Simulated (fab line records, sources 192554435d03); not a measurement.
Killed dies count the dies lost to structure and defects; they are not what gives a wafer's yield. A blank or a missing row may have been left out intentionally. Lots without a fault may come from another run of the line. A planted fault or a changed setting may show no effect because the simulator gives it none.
fab line records | flow n5Finfet | part 1 of 2: steps 1 to 21 of 26
[record] lots = 5 wafers = 15 lastDay = 16
route steps=1938 shown BEOL_M9@1422
lots with no fault: from the same line, run without faults
startH: hours from the record's opening day to when the first of the lot's shown wafers began | waitH: hours from the lot's prior step to this one | " identical to the entry in the row above | L1.1+2: one row covering several wafers at once | - no value, or no start was given | * or withheld: withheld | < > ~ a bound
route shown NAME@n: a module of which the file shows steps, and the number in the route of the first | usual: mean/standard deviation of fault-free wafers | same: alike in all rows | chamber/n: place in a boat | sites: the reading at each site | _std_site: standard deviation across them | _edge_site: mean of outer sites minus mean of inner sites | radiusMm: how far each site lies from the wafer's centre | mask NAME#n: copy n | behind: the tool/chamber that last shaped the wafer | hold: what put the lot on hold/how long, in hours/how the hold closed | device: the n, p or np transistor that did not switch | end of line: the same wafers' tests at the end of the route | for a step that has no rows: nothing shown but its recipe | killed: dies lost to structure and defects at the first sort, not the wafer's yield | map: shows each die of a wafer: x if killed, . if not, _ if none is there
set.NAME: the setting that was run; set.NAME@STEP: the one run at that earlier step | model.NAME: the simulator's own value behind a step, which no gauge read
lots at selected steps of the route; one table per step, one row per wafer
services: from which hour (startH, from the record's first day; less than 0 if before it) a tool's chamber was out of use, for how many hours, and why
[[steps]]
[step N5_BEOL_M9_HM_OPEN_17]
[recipe] chemistry = Cl2/BCl3 targetDepthA = 200 overetchA = 60 target = TiN maskMaterial = SOC ionEnergyEv = 150 pressureMtorr = 10 icpW = 1000 biasW = 126 Cl2_flow_sccm = 53.25 bcl3FlowSccm = 21.75 Ar_flow_sccm = 25
[usual] drypumpMotorCurrentA = 6.0/0.48 mfcArSccm = 25.00/0.073 oesProductAu = 0.66/0.065 throttleValvePct = 22.17/0.17
// columns lot.wafer tool chamber startH waitH drypumpMotorCurrentA mfcArSccm oesProductAu rfHoursCounterH throttleValvePct
L077.3 rieMetal-01 1 225.77 0.1 5.6 25.02 0.67 - 22.15
L077.4 " 0 " " 6.0 24.97 0.55 - 22.34
L077.5 " 0 " " 6.0 25.03 0.55 - 22.32
L078.2 rieMetal-01 1 225.99 0.0 5.6 25.05 0.68 34 22.14
L078.3 " 1 " " 5.6 25.05 0.67 - 22.14
L078.5 " 1 " " 5.6 25.02 0.67 - 22.13
L081.1 rieMetal-02 1 255.13 0.0 6.5 25.00 0.68 47 21.80
L081.3 " 1 " " 6.5 24.91 0.67 - 21.83
L081.5 " 0 " " 6.6 25.01 0.68 - 22.36
L087.1 rieMetal-02 0 282.67 0.0 6.7 24.97 0.67 44 22.35
L087.2 " 1 " " 6.5 24.97 0.68 49 21.82
L087.4 " 0 " " 6.6 24.91 0.67 - 22.34
L091.1 rieMetal-01 0 309.43 0.0 6.1 24.98 0.54 107 22.34
L091.2 " 1 " " 5.6 24.88 0.66 41 22.15
L091.5 " 0 " " 6.1 25.05 0.55 - 22.37
[step N5_BEOL_M9_STRIP_19]
[recipe] chemistry = O2 powerW = 400 tempC = 40 pressureMtorr = 30 rfFrequencyHz = 6e+07 biasPowerW = 0 overashFraction = 0.2 o2FlowSccm = 225
[usual] drypumpMotorCurrentA = 5.4/0.46 oesProductAu = 0.79/0.087 rfVppV = 3.7/0.51 showerheadPlenumPTorr = 2.10/0.066 throttleValvePct = 16.64/0.24
// columns lot.wafer tool chamber startH waitH drypumpMotorCurrentA oesProductAu rfHoursCounterH rfVppV showerheadPlenumPTorr throttleValvePct
L077.3 rieDiel-05 3 226.10 0.3 5.4 0.74 186 2.7 2.18 16.70
L077.4 " 3 " " 5.4 0.74 - 4.0 2.18 16.68
L077.5 " 0 " " 5.3 0.76 - 2.9 2.08 16.45
L078.2 rieDiel-05 1 226.14 0.1 5.6 0.93 7 3.1 2.23 16.63
L078.3 " 0 " " 5.3 0.75 172 3.3 2.08 16.46
L078.5 " 0 " " 5.3 0.76 - 4.0 2.08 16.46
L081.1 rieDiel-05 2 255.61 0.4 6.0 0.96 7 3.8 2.06 16.58
L081.3 " 0 " " 5.3 0.75 183 3.5 2.08 16.48
L081.5 " 1 " " 5.6 0.90 - 4.9 2.23 16.63
L087.1 rieDiel-03 1 282.79 0.1 5.2 0.69 235 4.1 2.15 16.72
L087.2 " 0 " " 5.3 0.68 225 3.3 2.16 16.77
L087.4 " 3 " " 5.1 0.81 117 4.0 2.10 16.56
L091.1 rieDiel-03 2 309.54 0.1 4.8 0.87 37 3.8 2.05 16.20
L091.2 " 1 " " 5.1 0.67 241 3.7 2.15 16.74
L091.5 " 3 " " 5.1 0.81 - 3.8 2.10 16.57
[step N5_BEOL_M9_CD_MEAS_18]
[recipe] pitchNm = 140 targetCdNm = 70
[usual] cdNm = 70.0/0.53
// columns lot.wafer tool chamber startH waitH cdNm
L077.3 cdSem-02 - 226.17 0.1 70.8
L077.4 " - " " 70.1
L077.5 " - " " 70.2
L078.2 cdSem-03 - 226.21 0.1 70.7
L078.3 " - " " 70.3
L078.5 " - " " 70.8
L081.1 cdSem-03 - 255.68 0.1 69.3
L081.3 " - " " 70.2
L081.5 " - " " 70.2
L087.1 cdSem-03 - 282.86 0.0 70.1
L087.2 " - " " 69.9
L087.4 " - " " 69.9
L091.1 cdSem-02 - 309.61 0.0 69.6
L091.2 " - " " 70.2
L091.5 " - " " 70.1
[step N5_BEOL_M9_COAT_63]
[recipe] resist = SOC tempC = 250 timeS = 60 spinRpm = 1500 resistThkNm = 60
[usual] spinSpeedRpm = 1499.8/1.1
// columns lot.wafer tool chamber startH waitH spinSpeedRpm
L077.3 lithoTrack-04 0 226.21 0.0 1497.8
L077.4 " 0 " " 1497.4
L077.5 " 0 " " 1500.5
L078.2 lithoTrack-05 0 226.26 0.0 1498.1
L078.3 " 0 " " 1499.4
L078.5 " 0 " " 1499.6
L081.1 lithoTrack-03 0 257.35 1.7 1498.9
L081.3 " 0 " " 1500.5
L081.5 " 0 " " 1500.9
L087.1 lithoTrack-03 0 282.91 0.1 1499.9
L087.2 " 0 " " 1499.4
L087.4 " 0 " " 1500.4
L091.1 lithoTrack-04 0 311.02 1.4 1499.0
L091.2 " 0 " " 1500.1
L091.5 " 0 " " 1499.8
[step N5_BEOL_M9_COAT_64]
[recipe] resist = SiARC tempC = 220 timeS = 60 spinRpm = 1500 resistThkNm = 12
[usual] spinSpeedRpm = 1500.1/0.94
// columns lot.wafer tool chamber startH waitH spinSpeedRpm
L077.3 lithoTrack-04 0 - - 1501.6
L077.4 " 0 " " 1501.4
L077.5 " 0 " " 1500.1
L078.2 lithoTrack-05 0 - - 1502.3
L078.3 " 0 " " 1500.0
L078.5 " 0 " " 1500.7
L081.1 lithoTrack-03 0 - - 1500.3
L081.3 " 0 " " 1500.9
L081.5 " 0 " " 1501.2
L087.1 lithoTrack-03 0 - - 1501.8
L087.2 " 0 " " 1500.4
L087.4 " 0 " " 1499.6
L091.1 lithoTrack-04 0 - - 1501.4
L091.2 " 0 " " 1498.9
L091.5 " 0 " " 1500.6
[step N5_BEOL_M9_COAT_75]
[recipe] resist = underlayer tempC = 205 timeS = 60 spinRpm = 1500 resistThkNm = 5
[usual] spinSpeedRpm = 1500.0/0.99
// columns lot.wafer tool chamber startH waitH spinSpeedRpm
L077.3 lithoTrack-04 0 - - 1500.6
L077.4 " 0 " " 1500.2
L077.5 " 0 " " 1499.9
L078.2 lithoTrack-05 0 - - 1499.1
L078.3 " 0 " " 1499.8
L078.5 " 0 " " 1499.3
L081.1 lithoTrack-03 0 - - 1500.2
L081.3 " 0 " " 1500.0
L081.5 " 0 " " 1501.2
L087.1 lithoTrack-03 0 - - 1500.5
L087.2 " 0 " " 1500.4
L087.4 " 0 " " 1500.5
L091.1 lithoTrack-04 0 - - 1501.3
L091.2 " 0 " " 1499.7
L091.5 " 0 " " 1498.8
[step N5_BEOL_M9_COAT_22]
[recipe] resist = CAR-EUV spinRpm = 1500 resistThkNm = 30
[usual] spinSpeedRpm = 1500.0/0.9
// columns lot.wafer tool chamber startH waitH spinSpeedRpm
L077.3 lithoTrack-04 0 - - 1500.2
L077.4 " 0 " " 1500.6
L077.5 " 0 " " 1501.5
L078.2 lithoTrack-05 0 - - 1499.7
L078.3 " 0 " " 1498.6
L078.5 " 0 " " 1500.1
L081.1 lithoTrack-03 0 - - 1500.6
L081.3 " 0 " " 1500.9
L081.5 " 0 " " 1500.4
L087.1 lithoTrack-03 0 - - 1500.1
L087.2 " 0 " " 1500.1
L087.4 " 0 " " 1499.7
L091.1 lithoTrack-04 0 - - 1500.0
L091.2 " 0 " " 1500.8
L091.5 " 0 " " 1500.4
[step N5_BEOL_M9_EBR_24]
[recipe] solvent = PGMEA ebrWidthMm = 1.5
// columns lot.wafer tool chamber startH waitH
L077.3+4+5 lithoTrack-04 0 - -
L078.2+3+5 lithoTrack-05 0 - -
L081.1+3+5 lithoTrack-03 0 - -
L087.1+2+4 lithoTrack-03 0 - -
L091.1+2+5 lithoTrack-04 0 - -
[step N5_BEOL_M9_SOFTBAKE_23]
[recipe] tempC = 110 timeS = 60 resist = CAR-EUV
// columns lot.wafer tool chamber startH waitH
L077.3+4+5 lithoTrack-04 0 - -
L078.2+3+5 lithoTrack-05 0 - -
L081.1+3+5 lithoTrack-03 0 - -
L087.1+2+4 lithoTrack-03 0 - -
L091.1+2+5 lithoTrack-04 0 - -
[step N5_BEOL_M9_EXPOSE_25]
[recipe] maskId = V8 na = 0.33 sourceShape = annular sigmaInner = 0.4 sigmaOuter = 0.8 polarization = unpolarized doseMj = 37.25
// columns lot.wafer tool chamber startH waitH mask
L077.3+4+5 euvScanner-01 0 226.49 - V8#0
L078.2+3+5 euvScanner-02 0 226.64 - V8#0
L081.1+3+5 euvScanner-02 0 257.61 - V8#0
L087.1+2+4 euvScanner-02 0 283.05 - V8#0
L091.1+2+5 euvScanner-02 0 311.28 - V8#0
[step N5_BEOL_M9_PEB_26]
[recipe] pebTempC = 100 pebTimeS = 60 resist = CAR-EUV
// columns lot.wafer tool chamber startH waitH
L077.3+4+5 lithoTrack-03 0 226.54 0.0
L078.2+3+5 lithoTrack-05 0 226.70 0.0
L081.1+3+5 lithoTrack-05 0 257.67 0.1
L087.1+2+4 lithoTrack-05 0 283.11 0.1
L091.1+2+5 lithoTrack-04 0 311.34 0.1
[step N5_BEOL_M9_DEVELOP_27]
[recipe] developTimeS = 30 developer = TMAH resist = CAR-EUV rinseLiquid = surfactantRinse dry = airSpin devTempC = 23
// columns lot.wafer tool chamber startH waitH
L077.3+4+5 lithoTrack-03 0 - -
L078.2+3+5 lithoTrack-05 0 - -
L081.1+3+5 lithoTrack-05 0 - -
L087.1+2+4 lithoTrack-05 0 - -
L091.1+2+5 lithoTrack-04 0 - -
[step N5_BEOL_M9_CD_MEAS_28]
[recipe] targetCdNm = 70 landingEnergyEv = 500 detector = seInlens polarity = opening
[usual] cdNm = 70.06/0.26
// columns lot.wafer tool chamber startH waitH cdNm
L077.3 cdSem-01 0 226.60 - 70.18
L077.4 " 0 " " 70.32
L077.5 " 0 " " 70.14
L078.2 cdSem-03 0 226.77 - 70.37
L078.3 " 0 " " 70.34
L078.5 " 0 " " 70.43
L081.1 cdSem-02 0 257.74 - 70.04
L081.3 " 0 " " 70.30
L081.5 " 0 " " 69.78
L087.1 cdSem-03 0 283.18 - 70.46
L087.2 " 0 " " 70.15
L087.4 " 0 " " 70.46
L091.1 cdSem-03 0 311.41 - 69.53
L091.2 " 0 " " 69.84
L091.5 " 0 " " 70.39
[step N5_BEOL_M9_OVL_MEAS_29]
[recipe] pointsPerWafer = 522
[usual] V8_OVL = 0.2/0.77
// columns lot.wafer tool chamber startH waitH V8_OVL[nm]
L077.3 overlay-01 0 226.64 0.0 -1.3
L077.4 " 0 " " 0.3
L077.5 " 0 " " -1.0
L078.2 overlay-02 0 226.80 0.0 0.2
L078.3 " 0 " " 0.1
L078.5 " 0 " " 0.1
L081.1 overlay-01 0 257.77 0.0 -0.1
L081.3 " 0 " " 0.1
L081.5 " 0 " " 0.2
L087.1 overlay-02 0 283.21 0.0 1.0
L087.2 " 0 " " 0.7
L087.4 " 0 " " 0.5
L091.1 overlay-02 0 311.44 0.0 0.2
L091.2 " 0 " " 1.1
L091.5 " 0 " " 0.4
[step N5_BEOL_M9_INSPECT_30]
[recipe] mode = adi inspectInstrument = brightfield
[usual] rawDefectCount = 423/100
// columns lot.wafer tool chamber startH waitH rawDefectCount
L077.3 defectInspect-01 - 226.69 0.0 503
L077.4 " - " " 438
L077.5 " - " " 444
L078.2 defectInspect-01 - 226.86 0.0 512
L078.3 " - " " 316
L078.5 " - " " 314
L081.1 defectInspect-01 - 257.83 0.1 452
L081.3 " - " " 576
L081.5 " - " " 493
L087.1 defectInspect-01 - 283.27 0.1 447
L087.2 " - " " 472
L087.4 " - " " 501
L091.1 defectInspect-01 - 311.50 0.1 430
L091.2 " - " " 453
L091.5 " - " " 338
[step N5_BEOL_M9_DESCUM_33]
[recipe] chemistry = O2 timeS = 7 sourcePowerW = 50 biasPowerW = 20 pressureMtorr = 20 rfFrequencyHz = 2.712e+07 tempC = 40 resist = CAR-EUV o2FlowSccm = 225
[usual] drypumpMotorCurrentA = 5.5/0.52 oesProductAu = 0.79/0.081 rfVppV = 243.3/1.3 showerheadPlenumPTorr = 2.10/0.064 throttleValvePct = 20.41/0.25
// columns lot.wafer tool chamber startH waitH drypumpMotorCurrentA oesProductAu rfHoursCounterH rfVppV showerheadPlenumPTorr throttleValvePct
L077.3 rieDiel-03 2 226.72 0.0 4.8 0.94 11 243.5 2.05 19.89
L077.4 " 1 " " 5.2 0.70 - 245.1 2.15 20.42
L077.5 " 0 " " 5.3 0.69 - 243.5 2.16 20.44
L078.2 rieDiel-06 2 226.89 0.0 5.7 0.74 154 241.2 2.01 20.81
L078.3 " 3 " " 6.8 0.87 53 243.1 2.12 20.18
L078.5 " 2 " " 5.7 0.74 - 241.6 2.00 20.81
L081.1 rieDiel-06 0 257.86 0.0 5.5 0.74 175 242.6 2.00 20.71
L081.3 " 1 " " 5.4 0.84 85 243.0 2.12 20.51
L081.5 " 1 " " 5.4 0.84 - 243.0 2.12 20.53
L087.1 rieDiel-03 0 283.67 0.4 5.3 0.68 226 244.6 2.15 20.49
L087.2 " 2 " " 4.8 0.88 29 242.8 2.05 19.92
L087.4 " 1 " " 5.1 0.68 235 243.2 2.14 20.45
L091.1 rieDiel-05 1 311.57 0.1 5.6 0.88 34 245.3 2.22 20.48
L091.2 " 3 " " 5.4 0.72 212 245.2 2.17 20.45
L091.5 " 1 " " 5.6 0.88 - 246.7 2.22 20.46
[step N5_BEOL_M9_ETCH_76]
[recipe] chemistry = N2/H2 target = underlayer targetDepthA = 65 maskMaterial = CAR-EUV timeS = 5.2 ionEnergyEv = 200 pressureMtorr = 30 sourceW = 840 biasW = 150 n2FlowSccm = 200 h2FlowSccm = 200 ends = cleared
[usual] drypumpMotorCurrentA = 5.5/0.52 etchRfOnTimeS = 5.23/0.11 n2FlowSccm = 200.0/0.58 oesProductAu = 0.67/0.07 rfVppV = 524.1/2.4 showerheadPlenumPTorr = 2.55/0.081 throttleValvePct = 17.84/0.28
// columns lot.wafer tool chamber startH waitH drypumpMotorCurrentA etchRfOnTimeS n2FlowSccm oesProductAu rfHoursCounterH rfVppV showerheadPlenumPTorr throttleValvePct
L077.3 rieDiel-03 2 226.76 0.0 4.8 5.19 199.5 0.80 11 522.7 2.49 17.27
L077.4 " 1 " " 5.1 5.37 200.1 0.59 - 525.3 2.62 17.92
L077.5 " 0 " " 5.4 5.27 199.1 0.60 - 525.2 2.63 17.97
L078.2 rieDiel-06 2 226.92 0.0 5.7 5.30 199.0 0.62 154 521.7 2.44 18.32
L078.3 " 3 " " 6.8 5.13 200.2 0.74 53 526.1 2.58 17.54
L078.5 " 2 " " 5.7 5.31 200.3 0.62 - 522.7 2.45 18.31
L081.1 rieDiel-06 0 257.90 0.0 5.5 5.13 201.1 0.64 175 521.8 2.42 18.05
L081.3 " 1 " " 5.3 5.16 200.5 0.71 85 526.0 2.58 17.96
L081.5 " 1 " " 5.4 5.16 200.6 0.71 - 526.2 2.58 18.00
L087.1 rieDiel-03 0 283.71 0.0 5.3 5.27 200.4 0.58 226 526.0 2.63 17.96
L087.2 " 2 " " 4.8 5.24 199.3 0.76 29 520.3 2.48 17.28
L087.4 " 1 " " 5.2 5.38 200.7 0.59 235 526.4 2.61 17.96
L091.1 rieDiel-05 1 311.60 0.0 5.6 5.01 199.7 0.75 34 527.1 2.70 17.88
L091.2 " 3 " " 5.4 5.28 199.9 0.61 212 529.0 2.63 17.83
L091.5 " 1 " " 5.6 5.08 199.1 0.75 - 528.5 2.70 17.90
[step N5_BEOL_M9_ETCH_65]
[recipe] chemistry = CF4 target = SiARC targetDepthA = 156 maskMaterial = CAR-EUV timeS = 26 ionEnergyEv = 80 pressureMtorr = 40 sourceW = 545 biasW = 36 Ar_flow_sccm = 100 cf4FlowSccm = 100 ends = cleared
[usual] drypumpMotorCurrentA = 5.5/0.52 etchRfOnTimeS = 26.2/0.45 mfcArSccm = 100.0/0.3 oesProductAu = 0.67/0.07 rfVppV = 184.3/1.1 showerheadPlenumPTorr = 2.15/0.062 throttleValvePct = 15.62/0.24
// columns lot.wafer tool chamber startH waitH drypumpMotorCurrentA etchRfOnTimeS mfcArSccm oesProductAu rfHoursCounterH rfVppV showerheadPlenumPTorr throttleValvePct
L077.3 rieDiel-03 2 226.78 0.0 4.8 26.0 99.8 0.79 11 184.2 2.11 15.07
L077.4 " 1 " " 5.2 26.9 99.8 0.59 - 185.1 2.21 15.73
L077.5 " 0 " " 5.3 26.2 100.0 0.60 - 185.3 2.20 15.65
L078.2 rieDiel-06 2 226.94 0.0 5.7 26.1 100.0 0.63 154 182.6 2.06 16.00
L078.3 " 3 " " 6.8 25.4 99.8 0.75 53 184.2 2.18 15.41
L078.5 " 2 " " 5.7 26.3 99.7 0.62 - 182.6 2.06 15.98
L081.1 rieDiel-06 0 257.91 0.0 5.5 26.0 100.2 0.63 175 183.6 2.05 15.86
L081.3 " 1 " " 5.3 25.9 100.0 0.72 85 183.8 2.17 15.70
L081.5 " 1 " " 5.3 26.1 99.9 0.72 - 184.3 2.17 15.70
L087.1 rieDiel-03 0 283.72 0.0 5.3 26.3 99.8 0.58 226 184.5 2.20 15.69
L087.2 " 2 " " 4.8 26.4 100.1 0.75 29 182.4 2.10 15.12
L087.4 " 1 " " 5.2 27.1 100.1 0.57 235 183.9 2.20 15.74
L091.1 rieDiel-05 1 311.62 0.0 5.6 25.7 99.7 0.74 34 185.0 2.26 15.61
L091.2 " 3 " " 5.4 26.5 99.8 0.60 212 184.5 2.21 15.71
L091.5 " 1 " " 5.6 25.6 99.8 0.75 - 186.4 2.27 15.63
[step N5_BEOL_M9_ETCH_66]
[recipe] chemistry = N2/H2 target = SOC targetDepthA = 800 overetchA = 160 maskMaterial = SiARC tempC = 40 timeS = 120 ionEnergyEv = 200 pressureMtorr = 30 sourceW = 840 biasW = 150 n2FlowSccm = 200 h2FlowSccm = 200
[usual] drypumpMotorCurrentA = 5.5/0.52 n2FlowSccm = 199.9/0.62 oesProductAu = 0.60/0.058 rfVppV = 524.1/2.3 showerheadPlenumPTorr = 2.55/0.081 throttleValvePct = 17.80/0.28
// columns lot.wafer tool chamber startH waitH drypumpMotorCurrentA n2FlowSccm oesProductAu rfHoursCounterH rfVppV showerheadPlenumPTorr throttleValvePct
L077.3 rieDiel-03 2 226.80 0.0 4.8 199.7 0.70 11 523.9 2.49 17.24
L077.4 " 1 " " 5.1 199.9 0.54 - 526.8 2.62 17.87
L077.5 " 0 " " 5.4 199.5 0.54 - 525.2 2.63 17.93
L078.2 rieDiel-06 2 226.97 0.0 5.7 200.5 0.56 154 521.8 2.44 18.28
L078.3 " 3 " " 6.8 199.7 0.66 53 524.2 2.58 17.52
L078.5 " 2 " " 5.7 201.1 0.56 - 521.3 2.44 18.28
L081.1 rieDiel-06 0 257.94 0.0 5.5 199.5 0.56 175 521.0 2.42 18.01
L081.3 " 1 " " 5.3 200.8 0.64 85 524.2 2.58 17.94
L081.5 " 1 " " 5.3 200.9 0.64 - 523.7 2.58 17.96
L087.1 rieDiel-03 0 283.75 0.0 5.3 199.6 0.52 226 526.1 2.63 17.94
L087.2 " 2 " " 4.8 199.8 0.68 29 521.9 2.48 17.26
L087.4 " 1 " " 5.2 199.5 0.53 235 525.6 2.61 17.92
L091.1 rieDiel-05 1 311.65 0.0 5.6 199.5 0.66 34 528.2 2.70 17.85
L091.2 " 3 " " 5.4 201.1 0.55 212 526.2 2.63 17.78
L091.5 " 1 " " 5.6 199.4 0.66 - 527.9 2.70 17.87
[step N5_BEOL_M9_STRIP_69]
[recipe] chemistry = N2/H2 tempC = 40 n2FlowSccm = 200 h2FlowSccm = 200 rfFrequencyHz = 6e+07
// columns lot.wafer tool chamber startH waitH
L077.3+4+5 rieDiel-03 2,1,0 226.88 0.0
L078.2+3+5 rieDiel-06 2,3,2 227.05 0.0
L081.1+3+5 rieDiel-06 0,1,1 258.02 0.0
L087.1+2+4 rieDiel-03 0,2,1 283.83 0.0
L091.1+2+5 rieDiel-05 1,3,1 311.73 0.0
[step N5_BEOL_M9_STRIP_77]
[recipe] chemistry = N2/H2 tempC = 40 n2FlowSccm = 200 h2FlowSccm = 200 rfFrequencyHz = 6e+07
// columns lot.wafer tool chamber startH waitH
L077.3+4+5 rieDiel-03 2,1,0 226.89 0.0
L078.2+3+5 rieDiel-06 2,3,2 227.06 0.0
L081.1+3+5 rieDiel-06 0,1,1 258.03 0.0
L087.1+2+4 rieDiel-03 0,2,1 283.84 0.0
L091.1+2+5 rieDiel-05 1,3,1 311.74 0.0
